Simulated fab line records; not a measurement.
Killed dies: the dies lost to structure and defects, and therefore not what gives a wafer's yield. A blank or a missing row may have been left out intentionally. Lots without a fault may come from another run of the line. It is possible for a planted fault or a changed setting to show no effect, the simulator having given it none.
3 desks looking at one fault    flow nandHarc    numbers are kept per desk, each desk with only its own; the story behind them comes last

== METROLOGY DESK ==
Means of the sampled wafers that have a number, per lot and without regard to the tool the lot ran on: this is what the gauges read. Marked OUT: a lot whose mean sits more than 4 standard deviations from the usual mean, which makes it out of limits; the brackets give that distance.
Columns: A = cdNm at NHARC_P_GATE_CD_MEAS_33, usual 121.1 nm
lot   first seen here  A
L450  day 5 02:53      122.3
L452  day 5 22:28      118.9
L453  day 6 08:30      122.8
L456  day 7 23:16      122.0
L458  day 8 10:29      122.2
L460  day 9 02:32      122.4
L461  day 9 21:29      121.3
L463  day 10 07:02     124.1
L464  day 10 16:46     120.2
L465  day 11 15:37     121.4
L471  day 13 14:10     115.2
L472  day 14 00:40     122.2
L473  day 14 13:25     118.6
This desk found nothing out of limits on any of the 13 lots.

== THE DEFECT DESK ==
What the inspections along the route counted, lot by lot: means of the sampled wafers that have a number. Marked OUT: a lot whose mean sits more than 4 standard deviations from the usual mean, which makes it out of limits; the brackets give that distance.
Columns: A = rawDefectCount at NHARC_P_GATE_INSPECT_28, usual 7
lot   first seen here  A
L450  day 5 02:02      8
L452  day 5 21:37      5
L453  day 6 07:35      6
L456  day 7 22:25      5
L458  day 8 09:35      6
L460  day 9 01:39      6
L461  day 9 20:26      9
L463  day 10 06:11     4
L464  day 10 15:52     10
L465  day 11 14:40     7
L471  day 13 13:17     8
L472  day 13 23:48     3
L473  day 14 12:34     5
This desk found nothing out of limits on any of the 13 lots.

== AT THE TOOL OWNER'S DESK: rieSi-06 ==
The tool's own readings at NHARC_P_GATE_ETCH_32 (etches the open film in HBr/Cl2, target depth 150 nm, time 100.1 s): means of the sampled wafers that have a number, for each lot that ran on this tool. Marked OUT: a lot whose mean sits more than 4 standard deviations from the usual mean, which makes it out of limits; the brackets give that distance.
Columns: A = biasW at NHARC_P_GATE_ETCH_32, usual 100.0 W; B = drypumpMotorCurrentA at NHARC_P_GATE_ETCH_32, usual 5.9 A; C = mfcCl2Sccm at NHARC_P_GATE_ETCH_32, usual 50.01 sccm; D = oesProductAu at NHARC_P_GATE_ETCH_32, usual 1.001 a.u.; E = rfFwdPowerW at NHARC_P_GATE_ETCH_32, usual 396.8 W; F = throttleValvePct at NHARC_P_GATE_ETCH_32, usual 26.406 %
lot   first seen here  A      B    C                D      E      F
L453  day 6 08:10      100.1  5.7  49.99            1.006  395.7  26.401
L458  day 8 10:07      99.9   5.7  49.98            1.006  397.6  26.403
L460  day 9 02:12      100.0  5.5  50.03            1.005  396.5  26.401
L461  day 9 21:07      100.0  5.5  55.09 (+34) OUT  0.993  397.4  26.706 (+33) OUT
L463  day 10 06:42     99.8   5.5  53.32 (+22) OUT  0.993  397.6  26.594 (+20) OUT
L464  day 10 16:27     99.8   5.5  54.80 (+32) OUT  1.014  396.2  26.703 (+32) OUT
This desk's finding: out of limits on L461, L463, L464; first on L461, day 9 21:07 (mfcCl2Sccm at NHARC_P_GATE_ETCH_32). Within limits: L453, L458, L460.

== PUT TOGETHER ==
An alarm could have come from the tool owner's desk at day 9 21:07, on L461, L463, L464.
The metrology desk saw nothing out of limits.
Nothing the defect desk looked at was out of limits.
The metrology desk holds a record of L461, L463, L464, inside its limits.
The defect desk has L461, L463, L464 on record, within its limits.
All the named lots went through NHARC_P_GATE_ETCH_32 on rieSi-06.

== WHAT WAS PUT IN BY THE SIMULATOR ==
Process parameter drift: rieSi-06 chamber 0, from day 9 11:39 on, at NHARC_P_GATE_ETCH_32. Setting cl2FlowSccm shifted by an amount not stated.
Struck lots among those shown: L461, L463, L464.
How many hours passed from the start of the fault until each desk's first out-of-limits reading: the tool owner's desk, 9.
